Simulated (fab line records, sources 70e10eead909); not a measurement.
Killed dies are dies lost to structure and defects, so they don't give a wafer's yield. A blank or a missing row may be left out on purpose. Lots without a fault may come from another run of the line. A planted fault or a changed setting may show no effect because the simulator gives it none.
Which tool did it? | flow nand_harc | 6 lots, 18 wafers sampled, at 5 steps of a route of 1302

WHAT THE GAUGES READ, wafer by wafer
NHARC_A_CONTACT_CD_MEAS_08: target cd 200 nm.
lot  | measured     | on        | cd_nm (nm)
L529 | day 22 14:30 | cd_sem-03 | 199.3 199.8 200.4
L533 | day 24 14:56 | cd_sem-01 | 199.5 199.2 199.7
L539 | day 26 05:29 | cd_sem-03 | 205.3 205.6 204.4
L542 | day 28 08:20 | cd_sem-03 | 201.6 200.4 199.9
L546 | day 30 04:06 | cd_sem-01 | 199.4 201.1 200.4
L551 | day 31 23:44 | cd_sem-01 | 200.5 201.0 201.7

WHICH TOOL RAN EACH LOT (tool, then ch and the chambers of the sampled wafers, then the start)
lot  | NHARC_A_CONTACT_ETCH_131             | NHARC_A_CONTACT_STRIP_82                      | NHARC_A_CONTACT_DEP_85          | NHARC_A_CONTACT_EXPOSE_05
L529 | har_cap_etch-02 ch 0,1, day 22 09:41 | rie_diel-13 ch 0,1,3, day 22 13:47 or earlier | pecvd-02 ch 0,2, day 22 13:47   | arfi_scanner-02 ch 0, day 22 14:22
L533 | har_cap_etch-03 ch 0,1, day 24 06:10 | rie_diel-03 ch 0,2,3, day 24 14:13 or earlier | pecvd-04 ch 1,2, day 24 14:13   | arfi_scanner-03 ch 0, day 24 14:48
L539 | har_cap_etch-02 ch 1, day 25 23:56   | rie_diel-01 ch 1,3, day 26 04:46 or earlier   | pecvd-03 ch 0,2, day 26 04:46   | arfi_scanner-01 ch 0, day 26 05:21
L542 | har_cap_etch-01 ch 0,1, day 28 01:08 | rie_diel-01 ch 0,2, day 28 07:44 or earlier   | pecvd-03 ch 1,2, day 28 07:44   | arfi_scanner-03 ch 0, day 28 08:13
L546 | har_cap_etch-01 ch 0,1, day 29 23:01 | rie_diel-01 ch 0,1,2, day 30 01:03            | pecvd-03 ch 0,2, day 30 03:26   | arfi_scanner-03 ch 0, day 30 03:58
L551 | har_cap_etch-03 ch 0,1, day 31 18:46 | rie_diel-13 ch 0,2,3, day 31 23:08 or earlier | pecvd-03 ch 0,1,2, day 31 23:08 | arfi_scanner-03 ch 0, day 31 23:36
- NHARC_A_CONTACT_ETCH_131: etches the open film in C4F8/O2/Ar, time 197 s, target depth 1918 nm.
- NHARC_A_CONTACT_STRIP_82: strips in O2.
- NHARC_A_CONTACT_DEP_85: deposits SiON, target thk 60 nm.
- NHARC_A_CONTACT_EXPOSE_05: exposes mask A CC.

THE ANSWER, worked out from the rows above alone
Rule: what is usual is taken from the lots themselves. Put in order of their means at a reading, lots are off if they are a third of the lots or fewer, leave a main group of 4 or more, and stand apart from it by a gap of 3 or more times the standard deviation of the main group's means; of several such gaps the widest counts. A main group whose means are all the same, to the digits that the tables above print for the reading, isn't used. A lot without any number at a reading at which 4 lots or more have one is off too. The other lots that the step has rows for count as sound.
Off: L539, at NHARC_A_CONTACT_CD_MEAS_08 (cd_nm). The main group: mean 200.3 nm, standard deviation 0.57.
A tool fits if, at a process step before that reading, it ran every lot that is off, and no sound lot after the first of them. The gauges at NHARC_A_CONTACT_CD_MEAS_08 are tried like those tools. NHARC_A_CONTACT_STRIP_82 gives no start for some lots, so the hours and the order of its lots are those of NHARC_A_CONTACT_DEP_85. Can't be told from this: 2 tools fit, har_cap_etch-02 at NHARC_A_CONTACT_ETCH_131, arfi_scanner-01 at NHARC_A_CONTACT_EXPOSE_05.

WHAT THE SIMULATOR HAD PUT IN
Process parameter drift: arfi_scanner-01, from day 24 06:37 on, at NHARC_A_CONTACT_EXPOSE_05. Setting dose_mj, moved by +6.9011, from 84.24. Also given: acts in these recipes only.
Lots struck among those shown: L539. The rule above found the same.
